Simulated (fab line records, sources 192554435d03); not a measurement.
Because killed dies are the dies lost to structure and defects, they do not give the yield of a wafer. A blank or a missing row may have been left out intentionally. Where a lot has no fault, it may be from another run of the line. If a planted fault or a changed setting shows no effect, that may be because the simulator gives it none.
Chamber matching / flow n5 finfet / 4 sister chambers for N5_BEOL_M15_CMP_49 on cmp-04
The step polishes, stops on SiO2, t overpolish 4.9 s, target thk 850 nm. 7 wafers are shown with their chamber, then 7 later ones without.

== WAFERS, EACH WITH ITS CHAMBER ==
wafer=L772.3; chamber=2; motor current A (A)=9.6; barrier field endpoint s (s)=11.22
wafer=L776.3; chamber=2; motor current A (A)=9.7; barrier field endpoint s (s)=11.43
wafer=L775.4; chamber=3; motor current A (A)=6.5; barrier field endpoint s (s)=11.73
wafer=L780.4; chamber=1; motor current A (A)=7.4; barrier field endpoint s (s)=11.66
wafer=L780.5; chamber=0; motor current A (A)=7.3; barrier field endpoint s (s)=11.83
wafer=L777.3; chamber=0; motor current A (A)=7.0; barrier field endpoint s (s)=11.45
wafer=L777.4; chamber=1; motor current A (A)=7.7; barrier field endpoint s (s)=11.29

== WAFERS WITH NO CHAMBER GIVEN ==
wafer=L777.5; motor current A (A)=7.4; barrier field endpoint s (s)=11.44
wafer=L788.2; motor current A (A)=7.1; barrier field endpoint s (s)=11.25
wafer=L788.4; motor current A (A)=6.4; barrier field endpoint s (s)=11.05
wafer=L788.5; motor current A (A)=7.4; barrier field endpoint s (s)=11.06
wafer=L793.2; motor current A (A)=9.5; barrier field endpoint s (s)=12.06
wafer=L793.3; motor current A (A)=6.3; barrier field endpoint s (s)=11.85
wafer=L793.5; motor current A (A)=6.1; barrier field endpoint s (s)=12.04

== CHAMBER TAKEN BY EACH ==
wafer=L777.5; from the rows above=can't be placed: 1 or 0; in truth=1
wafer=L788.2; from the rows above=can't be placed: 0 or 1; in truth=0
wafer=L788.4; from the rows above=can't be placed: 3 or 0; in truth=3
wafer=L788.5; from the rows above=can't be placed: 1 or 0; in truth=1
wafer=L793.2; from the rows above=2; in truth=2
wafer=L793.3; from the rows above=3; in truth=3
wafer=L793.5; from the rows above=3; in truth=3
3 of 7 placed correctly. Can't be placed from these rows: 4 (the true chamber is among the candidates in 4). Placed wrongly: 0.
How it was worked out, from the rows above alone: a wafer's distance from a chamber is the root of the sum, over the readings, of the square of ((its reading less the chamber's mean) divided by the reading's scatter). If the next closest chamber is less than 2 further off than the closest, the wafer can't be placed; otherwise it belongs to the closest. For every chamber, the mean is computed from those of its wafers that are shown. The scatter: the root of (the sum of the squares of (reading less its chamber's mean) over the shown wafers, divided by (wafers less chambers)).
